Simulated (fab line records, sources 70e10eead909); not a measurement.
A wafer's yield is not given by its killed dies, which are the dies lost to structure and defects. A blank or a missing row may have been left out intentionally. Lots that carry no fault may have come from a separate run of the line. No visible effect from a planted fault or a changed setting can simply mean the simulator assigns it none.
The tool behind it: which one? || flow nand harc || 13 lots with 39 wafers sampled at 5 steps, on a route of 1159 steps

WHAT EACH GAUGE READ, for each wafer
NHARC_A_SLIT_INSPECT_11. Usual: raw defect count at 21, with a standard deviation of 12.
{"lot": "L704", "measured": "day 14 12:23", "on": "defect inspect-01", "raw defect count": "3 10 12", "flag": ""}
{"lot": "L703", "measured": "day 14 15:40", "on": "defect inspect-02", "raw defect count": "9 6 5", "flag": ""}
{"lot": "L709", "measured": "day 15 10:34", "on": "defect inspect-01", "raw defect count": "32 15 27", "flag": ""}
{"lot": "L708", "measured": "day 15 10:49", "on": "defect inspect-01", "raw defect count": "8 9 11", "flag": ""}
{"lot": "L712", "measured": "day 16 14:48", "on": "defect inspect-02", "raw defect count": "12 11 11", "flag": ""}
{"lot": "L717", "measured": "day 17 10:10", "on": "defect inspect-01", "raw defect count": "53 40 40", "flag": ""}
{"lot": "L715", "measured": "day 17 21:55", "on": "defect inspect-02", "raw defect count": "20 16 16", "flag": ""}
{"lot": "L716", "measured": "day 18 09:17", "on": "defect inspect-02", "raw defect count": "33 36 32", "flag": ""}
{"lot": "L720", "measured": "day 18 11:21", "on": "defect inspect-01", "raw defect count": "20 9 17", "flag": ""}
{"lot": "L722", "measured": "day 19 00:58", "on": "defect inspect-02", "raw defect count": "39 35 39", "flag": ""}
{"lot": "L721", "measured": "day 19 02:54", "on": "defect inspect-01", "raw defect count": "9 19 10", "flag": ""}
{"lot": "L725", "measured": "day 19 21:21", "on": "defect inspect-01", "raw defect count": "26 18 20", "flag": ""}
{"lot": "L726", "measured": "day 20 08:18", "on": "defect inspect-02", "raw defect count": "14 15 17", "flag": ""}

NHARC_END_SORT_01. Usual: killed at array 28, standard deviation 11; killed at other 0.5, standard deviation 0.85; killed at periphery 2.7, standard deviation 1.9; killed dies 32, standard deviation 12; killed open 3.3, standard deviation 1.6; killed short 2.1, standard deviation 1.5.
{"lot": "L717", "measured": "day 22 11:19", "on": "prober-02", "killed at array": "44 45 48", "killed at other": "0 1 0", "killed at periphery": "4 3 2", "killed dies": "48 49 50", "killed open": "5 5 2", "killed short": "1 4 3", "flag": ""}

WHAT TOOL EACH LOT RAN ON (gives the tool, then ch and the chambers of the sampled wafers, and finally the start)
{"lot": "L704", "NHARC_A_SLIT_STRIP_18": "rie diel-01 ch 2,3, day 14 22:46 or earlier", "NHARC_A_WL_FILL_ALD_00": "ald hk-01 ch 1,2,3, day 14 22:46", "NHARC_A_WL_FILL_ALD_02": "ald metal-02 ch 0,3, day 14 23:14"}
{"lot": "L703", "NHARC_A_SLIT_STRIP_18": "rie diel-08 ch 0,2,3, day 15 02:59 or earlier", "NHARC_A_WL_FILL_ALD_00": "ald hk-03 ch 0,2,3, day 15 02:59", "NHARC_A_WL_FILL_ALD_02": "ald metal-01 ch 0,1,3, day 15 03:25"}
{"lot": "L709", "NHARC_A_SLIT_STRIP_18": "rie diel-01 ch 0,2,3, day 15 19:51 or earlier", "NHARC_A_WL_FILL_ALD_00": "ald hk-03 ch 0,3, day 15 19:51", "NHARC_A_WL_FILL_ALD_02": "ald metal-01 ch 0,2,3, day 15 20:35"}
{"lot": "L708", "NHARC_A_SLIT_STRIP_18": "rie diel-12 ch 0,2,3, day 15 19:54 or earlier", "NHARC_A_WL_FILL_ALD_00": "ald hk-02 ch 1,2,3, day 15 19:54", "NHARC_A_WL_FILL_ALD_02": "ald metal-04 ch 0,1,3, day 15 20:34"}
{"lot": "L712", "NHARC_A_SLIT_STRIP_18": "rie diel-08 ch 0,1,3, day 17 02:28 or earlier", "NHARC_A_WL_FILL_ALD_00": "ald hk-03 ch 0,1,2, day 17 02:28", "NHARC_A_WL_FILL_ALD_02": "ald metal-01 ch 1,2,3, day 17 02:59"}
{"lot": "L717", "NHARC_A_SLIT_STRIP_18": "rie diel-01 ch 1,2, day 17 20:28 or earlier", "NHARC_A_WL_FILL_ALD_00": "ald hk-01 ch 0,1, day 17 20:28", "NHARC_A_WL_FILL_ALD_02": "ald metal-04 ch 2,3, day 17 21:08"}
{"lot": "L715", "NHARC_A_SLIT_STRIP_18": "rie diel-01 ch 1,2,3, day 18 10:38 or earlier", "NHARC_A_WL_FILL_ALD_00": "ald hk-02 ch 0,1,3, day 18 10:38", "NHARC_A_WL_FILL_ALD_02": "ald metal-01 ch 0,1, day 18 11:07"}
{"lot": "L716", "NHARC_A_SLIT_STRIP_18": "rie diel-08 ch 0,2,3, day 18 19:21 or earlier", "NHARC_A_WL_FILL_ALD_00": "ald hk-02 ch 0,1,2, day 18 19:21", "NHARC_A_WL_FILL_ALD_02": "ald metal-01 ch 1,2,3, day 18 19:49"}
{"lot": "L720", "NHARC_A_SLIT_STRIP_18": "rie diel-08 ch 0,2, day 18 22:42 or earlier", "NHARC_A_WL_FILL_ALD_00": "ald hk-03 ch 1,2, day 18 22:42", "NHARC_A_WL_FILL_ALD_02": "ald metal-04 ch 0,2, day 18 23:11"}
{"lot": "L722", "NHARC_A_SLIT_STRIP_18": "rie diel-08 ch 1,2, day 19 15:28 or earlier", "NHARC_A_WL_FILL_ALD_00": "ald hk-01 ch 1,2,3, day 19 15:28", "NHARC_A_WL_FILL_ALD_02": "ald metal-04 ch 0,1, day 19 15:52"}
{"lot": "L721", "NHARC_A_SLIT_STRIP_18": "rie diel-01 ch 1,2,3, day 19 18:46 or earlier", "NHARC_A_WL_FILL_ALD_00": "ald hk-01 ch 0,1,2, day 19 18:46", "NHARC_A_WL_FILL_ALD_02": "ald metal-04 ch 1,2,3, day 19 19:15"}
{"lot": "L725", "NHARC_A_SLIT_STRIP_18": "rie diel-01 ch 0,1,3, day 20 08:29 or earlier", "NHARC_A_WL_FILL_ALD_00": "ald hk-03 ch 0,1,2, day 20 08:29", "NHARC_A_WL_FILL_ALD_02": "ald metal-04 ch 1,2,3, day 20 09:00"}
{"lot": "L726", "NHARC_A_SLIT_STRIP_18": "rie diel-12 ch 0,1,2, day 20 23:31 or earlier", "NHARC_A_WL_FILL_ALD_00": "ald hk-03 ch 0,2,3, day 20 23:31", "NHARC_A_WL_FILL_ALD_02": "ald metal-02 ch 0,2,3, day 21 00:02"}
- NHARC_A_SLIT_STRIP_18: strips in O2.
- NHARC_A_WL_FILL_ALD_00: deposits Al2O3, target thk 3 nm, pulse time 3 s, ald cycles 30.
- NHARC_A_WL_FILL_ALD_02: deposits TiN, target thk 2 nm, pulse time 3 s, ald cycles 100.

WHAT THE TOOLS THEMSELVES READ (means of the sampled wafers that have a number; where no wafer has one, the mark that the record gives instead)
NHARC_A_SLIT_STRIP_18. Usual: drypump motor current A is 5.8 A with standard deviation 0.5, mfc ar sccm is 0.013 sccm with standard deviation 0.012, o2 flow sccm is 500.3 sccm with standard deviation 1.4, oes product au is 1.001 a.u. with standard deviation 0.011, rf vpp V is 57.7 V with standard deviation 1, showerhead plenum p Torr is 3.53 Torr with standard deviation 0.18, and throttle valve pct is 17.036 % with standard deviation 0.0085.
{"lot": "L704", "tool": "rie diel-01", "drypump motor current A (A)": 6.0, "mfc ar sccm (sccm)": 0.029, "o2 flow sccm (sccm)": 500.1, "oes product au (a.u.)": 1.007, "rf vpp V (V)": 57.3, "showerhead plenum p Torr (Torr)": 3.40, "throttle valve pct (%)": 17.035, "flag": ""}
{"lot": "L703", "tool": "rie diel-08", "drypump motor current A (A)": 5.8, "mfc ar sccm (sccm)": 0.000, "o2 flow sccm (sccm)": 498.9, "oes product au (a.u.)": 0.993, "rf vpp V (V)": 57.7, "showerhead plenum p Torr (Torr)": 3.49, "throttle valve pct (%)": 17.039, "flag": ""}
{"lot": "L709", "tool": "rie diel-01", "drypump motor current A (A)": 6.0, "mfc ar sccm (sccm)": 0.029, "o2 flow sccm (sccm)": 500.3, "oes product au (a.u.)": 1.015, "rf vpp V (V)": 56.2, "showerhead plenum p Torr (Torr)": 3.38, "throttle valve pct (%)": 17.034, "flag": ""}
{"lot": "L708", "tool": "rie diel-12", "drypump motor current A (A)": 5.8, "mfc ar sccm (sccm)": 0.007, "o2 flow sccm (sccm)": 500.0, "oes product au (a.u.)": 0.994, "rf vpp V (V)": 57.9, "showerhead plenum p Torr (Torr)": 3.64, "throttle valve pct (%)": 17.043, "flag": ""}
{"lot": "L712", "tool": "rie diel-08", "drypump motor current A (A)": 6.0, "mfc ar sccm (sccm)": 0.004, "o2 flow sccm (sccm)": 499.7, "oes product au (a.u.)": 0.998, "rf vpp V (V)": 57.1, "showerhead plenum p Torr (Torr)": 3.44, "throttle valve pct (%)": 17.037, "flag": ""}
{"lot": "L717", "tool": "rie diel-01", "drypump motor current A (A)": 5.2, "mfc ar sccm (sccm)": 0.018, "o2 flow sccm (sccm)": 499.5, "oes product au (a.u.)": 1.001, "rf vpp V (V)": 58.2, "showerhead plenum p Torr (Torr)": 3.61, "throttle valve pct (%)": 17.041, "flag": ""}
{"lot": "L715", "tool": "rie diel-01", "drypump motor current A (A)": 5.5, "mfc ar sccm (sccm)": 0.024, "o2 flow sccm (sccm)": 501.3, "oes product au (a.u.)": 1.006, "rf vpp V (V)": 58.1, "showerhead plenum p Torr (Torr)": 3.52, "throttle valve pct (%)": 17.046, "flag": ""}
{"lot": "L716", "tool": "rie diel-08", "drypump motor current A (A)": 5.8, "mfc ar sccm (sccm)": 0.000, "o2 flow sccm (sccm)": 501.1, "oes product au (a.u.)": 0.997, "rf vpp V (V)": 58.1, "showerhead plenum p Torr (Torr)": 3.48, "throttle valve pct (%)": 17.031, "flag": ""}
{"lot": "L720", "tool": "rie diel-08", "drypump motor current A (A)": 6.0, "mfc ar sccm (sccm)": 0.000, "o2 flow sccm (sccm)": 499.7, "oes product au (a.u.)": 1.002, "rf vpp V (V)": 57.7, "showerhead plenum p Torr (Torr)": 3.46, "throttle valve pct (%)": 17.033, "flag": ""}
{"lot": "L722", "tool": "rie diel-08", "drypump motor current A (A)": 5.6, "mfc ar sccm (sccm)": 0.004, "o2 flow sccm (sccm)": 500.6, "oes product au (a.u.)": 0.991, "rf vpp V (V)": 57.2, "showerhead plenum p Torr (Torr)": 3.38, "throttle valve pct (%)": 17.044, "flag": ""}
{"lot": "L721", "tool": "rie diel-01", "drypump motor current A (A)": 5.5, "mfc ar sccm (sccm)": 0.024, "o2 flow sccm (sccm)": 500.7, "oes product au (a.u.)": 1.010, "rf vpp V (V)": 57.5, "showerhead plenum p Torr (Torr)": 3.51, "throttle valve pct (%)": 17.031, "flag": ""}
{"lot": "L725", "tool": "rie diel-01", "drypump motor current A (A)": 5.5, "mfc ar sccm (sccm)": 0.024, "o2 flow sccm (sccm)": 499.3, "oes product au (a.u.)": 1.017, "rf vpp V (V)": 56.9, "showerhead plenum p Torr (Torr)": 3.50, "throttle valve pct (%)": 17.033, "flag": ""}
{"lot": "L726", "tool": "rie diel-12", "drypump motor current A (A)": 6.2, "mfc ar sccm (sccm)": 0.007, "o2 flow sccm (sccm)": 500.6, "oes product au (a.u.)": 0.998, "rf vpp V (V)": 58.7, "showerhead plenum p Torr (Torr)": 3.77, "throttle valve pct (%)": 17.033, "flag": ""}

NHARC_A_WL_FILL_ALD_00. Usual: heater power w 496 W, standard deviation 48; precursor pulse height rel 0.998, standard deviation 0.021.
{"lot": "L704", "tool": "ald hk-01", "heater power w (W)": 501, "precursor pulse height rel": 0.992, "flag": ""}
{"lot": "L703", "tool": "ald hk-03", "heater power w (W)": 488, "precursor pulse height rel": 0.984, "flag": ""}
{"lot": "L709", "tool": "ald hk-03", "heater power w (W)": 445, "precursor pulse height rel": 0.995, "flag": ""}
{"lot": "L708", "tool": "ald hk-02", "heater power w (W)": 484, "precursor pulse height rel": 1.023, "flag": ""}
{"lot": "L712", "tool": "ald hk-03", "heater power w (W)": 501, "precursor pulse height rel": 1.017, "flag": ""}
{"lot": "L717", "tool": "ald hk-01", "heater power w (W)": 459, "precursor pulse height rel": 1.003, "flag": ""}
{"lot": "L715", "tool": "ald hk-02", "heater power w (W)": 516, "precursor pulse height rel": 1.000, "flag": ""}
{"lot": "L716", "tool": "ald hk-02", "heater power w (W)": 522, "precursor pulse height rel": 1.022, "flag": ""}
{"lot": "L720", "tool": "ald hk-03", "heater power w (W)": 530, "precursor pulse height rel": 1.001, "flag": ""}
{"lot": "L722", "tool": "ald hk-01", "heater power w (W)": 490, "precursor pulse height rel": 0.999, "flag": ""}
{"lot": "L721", "tool": "ald hk-01", "heater power w (W)": 495, "precursor pulse height rel": 0.986, "flag": ""}
{"lot": "L725", "tool": "ald hk-03", "heater power w (W)": 502, "precursor pulse height rel": 0.995, "flag": ""}
{"lot": "L726", "tool": "ald hk-03", "heater power w (W)": 497, "precursor pulse height rel": 1.001, "flag": ""}

NHARC_A_WL_FILL_ALD_02. Usual: heater power w 1080 W, standard deviation 88; precursor pulse height rel 1.000, standard deviation 0.02.
{"lot": "L704", "tool": "ald metal-02", "heater power w (W)": 1125, "precursor pulse height rel": 1.031, "flag": ""}
{"lot": "L703", "tool": "ald metal-01", "heater power w (W)": 1081, "precursor pulse height rel": 0.993, "flag": ""}
{"lot": "L709", "tool": "ald metal-01", "heater power w (W)": 1105, "precursor pulse height rel": 1.006, "flag": ""}
{"lot": "L708", "tool": "ald metal-04", "heater power w (W)": 1101, "precursor pulse height rel": 0.998, "flag": ""}
{"lot": "L712", "tool": "ald metal-01", "heater power w (W)": 1104, "precursor pulse height rel": 1.001, "flag": ""}
{"lot": "L717", "tool": "ald metal-04", "heater power w (W)": 1067, "precursor pulse height rel": 0.998, "flag": ""}
{"lot": "L715", "tool": "ald metal-01", "heater power w (W)": 1031, "precursor pulse height rel": 1.002, "flag": ""}
{"lot": "L716", "tool": "ald metal-01", "heater power w (W)": 1116, "precursor pulse height rel": 1.003, "flag": ""}
{"lot": "L720", "tool": "ald metal-04", "heater power w (W)": 1042, "precursor pulse height rel": 0.984, "flag": ""}
{"lot": "L722", "tool": "ald metal-04", "heater power w (W)": 1068, "precursor pulse height rel": 1.009, "flag": ""}
{"lot": "L721", "tool": "ald metal-04", "heater power w (W)": 1146, "precursor pulse height rel": 1.004, "flag": ""}
{"lot": "L725", "tool": "ald metal-04", "heater power w (W)": 1139, "precursor pulse height rel": 0.983, "flag": ""}
{"lot": "L726", "tool": "ald metal-02", "heater power w (W)": 1058, "precursor pulse height rel": 1.027, "flag": ""}

THE ANSWER, worked out from the rows above alone
Rule: lot off if the mean of its wafers having a number is beyond 3 standard deviations from the usual mean. Also off: a lot with no number at a reading for which 4 or more lots have one. All remaining lots with rows at the step are treated as sound. First the gauges in route order, then the tools' own readings, where a lot's mean is used as printed above. The first step at which some lot is off is used, and at that step the reading that is off furthest; a lot without a number counts as furthest.
No lot is off on any of the readings shown, so nothing can be concluded from this.

WHAT THE SIMULATOR HAD PUT IN
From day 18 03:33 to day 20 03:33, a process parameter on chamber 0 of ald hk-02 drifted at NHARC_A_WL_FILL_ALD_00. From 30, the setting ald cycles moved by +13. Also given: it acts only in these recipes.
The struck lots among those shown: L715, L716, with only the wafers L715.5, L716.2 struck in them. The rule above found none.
